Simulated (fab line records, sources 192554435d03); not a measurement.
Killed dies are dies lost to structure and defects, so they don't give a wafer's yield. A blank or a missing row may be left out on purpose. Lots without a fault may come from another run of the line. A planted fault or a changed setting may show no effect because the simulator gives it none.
Chamber matching | flow n5_finfet | N5_BEOL_M1_VIA_ETCH_34 on rie_diel-03: 4 sister chambers
The step etches the open film in C4F6/O2, target depth 67.8 nm, time 64.4 s. 8 wafers are shown with their chamber, then 9 later ones without.

WAFERS WITH THEIR CHAMBER
wafer  | chamber | throttle_valve_pct (%) | rf_vpp_V (V)
L082.1 | 1       | 30.63                  | 678
L082.2 | 3       | 30.86                  | 651
L087.1 | 2       | 30.96                  | 682
L087.5 | 1       | 30.66                  | 678
L087.6 | 0       | 30.56                  | 660
L089.2 | 3       | 30.87                  | 649
L089.4 | 0       | 30.56                  | 663
L089.5 | 2       | 30.97                  | 681

WAFERS WITHOUT THEIR CHAMBER
wafer  | throttle_valve_pct (%) | rf_vpp_V (V)
L091.1 | 30.98                  | 680
L091.2 | 30.65                  | 677
L091.4 | 30.88                  | 651
L094.2 | 30.98                  | 680
L094.4 | 30.88                  | 651
L094.5 | 30.65                  | 677
L097.1 | 30.66                  | 676
L097.4 | 30.66                  | 676
L097.6 | 30.58                  | 661

WHICH CHAMBER EACH WENT THROUGH
wafer  | from the rows above | in truth
L091.1 | 2                   | 2
L091.2 | 1                   | 1
L091.4 | 3                   | 3
L094.2 | 2                   | 2
L094.4 | 3                   | 3
L094.5 | 1                   | 1
L097.1 | 1                   | 1
L097.4 | 1                   | 1
L097.6 | 0                   | 0
Placed correctly: 9 of 9. Can't be placed from these rows: 0. Placed wrongly: 0.
How it was worked out, from the rows above alone: a wafer's distance from a chamber is the root of the sum, over the readings, of the square of ((its reading less the chamber's mean) divided by the reading's scatter). The wafer belongs to the nearest chamber; if the next one is less than 2 further off, it can't be placed. A chamber's mean is the mean of its shown wafers. The scatter: the root of (the sum of the squares of (reading less its chamber's mean) over the shown wafers, divided by (wafers less chambers)).
